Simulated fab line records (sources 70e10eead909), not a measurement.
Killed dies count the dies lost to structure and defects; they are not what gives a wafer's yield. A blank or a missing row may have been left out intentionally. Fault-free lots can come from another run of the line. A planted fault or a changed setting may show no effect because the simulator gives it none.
2 desks looking at one fault | flow nandHarc | every desk sees just its own numbers, and what lay behind them comes last

## FOR THE TOOL OWNER'S DESK: rieDiel-03
The tool's own readings at NHARC_A_CONTACT_ETCH_88 (etches the open film in CF4, target depth 39 nm, time 65 s): means of the sampled wafers that have a number, for each lot that ran on this tool. A lot is out of limits, marked OUT, if its mean lies more than 4 standard deviations from the usual mean; the brackets give that distance.
Columns: A = drypumpMotorCurrentA at NHARC_A_CONTACT_ETCH_88, usual 5.8 A; B = oesProductAu at NHARC_A_CONTACT_ETCH_88, usual 1.003 a.u.; C = rfVppV at NHARC_A_CONTACT_ETCH_88, usual 151.6 V; D = runLengthS at NHARC_A_CONTACT_ETCH_88, usual 86.3 s; E = showerheadPlenumPTorr at NHARC_A_CONTACT_ETCH_88, usual 1.79 Torr; F = throttleValvePct at NHARC_A_CONTACT_ETCH_88, usual 13.283 %
lot  | first seen here | A   | B     | C     | D              | E    | F
L879 | day 23 20:53    | 6.0 | 1.007 | 151.8 | 68.7 (-37) OUT | 1.81 | 13.290
L880 | day 24 22:36    | 6.1 | 0.999 | 152.2 | 68.6 (-37) OUT | 1.81 | 13.287
L889 | day 28 00:31    | 5.9 | 1.003 | 151.3 | 85.9           | 1.81 | 13.283
L891 | day 28 16:47    | 5.9 | 1.000 | 151.5 | 86.1           | 1.77 | 13.277
L895 | day 30 02:55    | 6.2 | 1.002 | 150.8 | 86.4           | 1.79 | 13.290
L892 | day 30 05:28    | 5.9 | 1.005 | 151.1 | 85.9           | 1.77 | 13.290
L894 | day 30 19:46    | 6.1 | 1.003 | 152.3 | 86.3           | 1.79 | 13.281
L896 | day 32 06:23    | 6.3 | 1.003 | 152.2 | 86.4           | 1.79 | 13.291
This desk's verdict: out of limits on L879, L880, starting with L879 at day 23 20:53 (runLengthS at NHARC_A_CONTACT_ETCH_88). L889, L891, L895, L892, L894, L896 stayed within limits.

## FROM THE METROLOGY DESK
Means of the sampled wafers that have a number, per lot and without regard to the tool the lot ran on: this is what the gauges read. A lot is out of limits, marked OUT, if its mean lies more than 4 standard deviations from the usual mean; the brackets give that distance.
Columns: A = overlayXNm at NHARC_A_CONTACT_OVL_MEAS_09, usual -0.2 nm; B = overlayYNm at NHARC_A_CONTACT_OVL_MEAS_09, usual 0.1 nm
lot  | first seen here | A    | B
L874 | day 22 05:17    | -0.3 | 0.1
L879 | day 23 20:42    | -0.8 | -0.8
L880 | day 24 22:25    | 0.3  | -0.5
L883 | day 26 04:15    | -0.5 | -0.1
L889 | day 28 00:19    | 1.1  | 1.7
L891 | day 28 16:35    | -0.1 | -1.2
L895 | day 30 02:44    | 0.4  | -0.4
L892 | day 30 05:17    | -0.9 | 1.2
L894 | day 30 19:35    | -0.4 | 1.2
L896 | day 32 06:11    | -0.4 | -0.4
L897 | day 32 09:24    | 0.8  | -0.2
Result from this desk: across the 11 lots, nothing is out of limits.

## ALL TOGETHER
An alarm could have come from the tool owner's desk at day 23 20:53, on L879, L880.
The metrology desk saw nothing out of limits.
The metrology desk has L879, L880 on record, within its limits.
Every lot named ran NHARC_A_CONTACT_ETCH_88 on rieDiel-03.

## WHAT THE SIMULATOR PUT IN
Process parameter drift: rieDiel-03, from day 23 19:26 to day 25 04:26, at NHARC_A_CONTACT_ETCH_88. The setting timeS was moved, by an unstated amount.
Lots struck among those shown: L879, L880.
Delay in hours, fault start to first out-of-limits reading, by desk: the tool owner's desk at 1.
